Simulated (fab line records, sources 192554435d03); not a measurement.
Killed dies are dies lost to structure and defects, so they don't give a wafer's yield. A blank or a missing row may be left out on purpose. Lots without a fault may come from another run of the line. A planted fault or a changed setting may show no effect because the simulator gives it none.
Chamber matching | flow n5_finfet | N5_BEOL_M13_STRIP_71 on wet_bench-06: 7 sister chambers
The step strips in post etch residue remover, time 60 s. 7 wafers are shown with their chamber, then 5 later ones without.

WAFERS WITH THEIR CHAMBER
wafer  | chamber | run_length_s (s)
L933.3 | 3       | 66.8
L935.2 | 4       | 66.6
L935.5 | 5       | 67.8
L936.3 | 6       | 66.8
L936.6 | 0       | 65.5
L937.1 | 1       | 65.5
L937.4 | 7       | 66.2

WAFERS WITHOUT THEIR CHAMBER
wafer  | run_length_s (s)
L937.5 | 64.8
L940.4 | 72.2
L940.5 | 72.5
L946.3 | 67.3
L946.5 | 68.1

WHICH CHAMBER EACH WENT THROUGH
wafer  | from the rows above                              | in truth
L937.5 | can't be placed: 0 or 1 or 7 or 4 or 3 or 6 or 5 | 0
L940.4 | can't be placed: 5 or 3 or 6 or 4 or 7 or 0 or 1 | 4
L940.5 | can't be placed: 5 or 3 or 6 or 4 or 7 or 0 or 1 | 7
L946.3 | can't be placed: 3 or 5 or 6 or 4 or 7 or 0 or 1 | 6
L946.5 | can't be placed: 5 or 3 or 6 or 4 or 7 or 0 or 1 | 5
Placed correctly: 0 of 5. Can't be placed from these rows: 5 (the true chamber is among the candidates in 5). Placed wrongly: 0.
How it was worked out, from the rows above alone: a wafer's distance from a chamber is the root of the sum, over the readings, of the square of ((its reading less the chamber's mean) divided by the reading's scatter). The wafer belongs to the nearest chamber; if the next one is less than 2 further off, it can't be placed. A chamber's mean is the mean of its shown wafers. The scatter: with one shown wafer a chamber, the root of the mean of the squares of how far each hidden wafer lies from its nearest shown one.
